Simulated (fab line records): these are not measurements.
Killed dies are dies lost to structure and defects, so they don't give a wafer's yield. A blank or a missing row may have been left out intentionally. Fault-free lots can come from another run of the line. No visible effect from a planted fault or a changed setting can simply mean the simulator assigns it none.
Chamber matching	flow nand harc	NHARC_P_GATE_DESCUM_31 on rie diel-02 has 4 sister chambers
The step chemistry O2, time 3 s. 4 wafers are shown with their chamber, then 7 later ones without.

== WAFERS PAIRED WITH THEIR CHAMBERS ==
wafer	chamber	drypump motor current A (A)
L089.4	2	6.3
L091.1	1	6.0
L092.1	0	5.6
L092.4	3	5.0

== WAFERS WITH NO CHAMBER GIVEN ==
wafer	drypump motor current A (A)
L092.6	6.3
L096.1	5.7
L096.4	6.0
L096.6	5.6
L097.3	5.0
L097.4	6.3
L097.6	5.0

== EACH ONE'S CHAMBER ==
wafer	from the rows above	in truth
L092.6	2	2
L096.1	0	0
L096.4	1	1
L096.6	0	0
L097.3	3	3
L097.4	2	2
L097.6	3	3
7 of 7 placed correctly. Can't be placed from these rows: 0. Number placed wrongly: 0.
How it was worked out, from the rows above alone: a wafer's distance from a chamber is the root of the sum, over the readings, of the square of ((its reading less the chamber's mean) divided by the reading's scatter). If the next closest chamber is less than 2 further off than the closest, the wafer can't be placed; otherwise it belongs to the closest. Each chamber's mean is taken over the wafers shown for it. The scatter (one wafer shown for each chamber): square how far every hidden wafer sits from the nearest shown wafer, average those squares and take the square root.
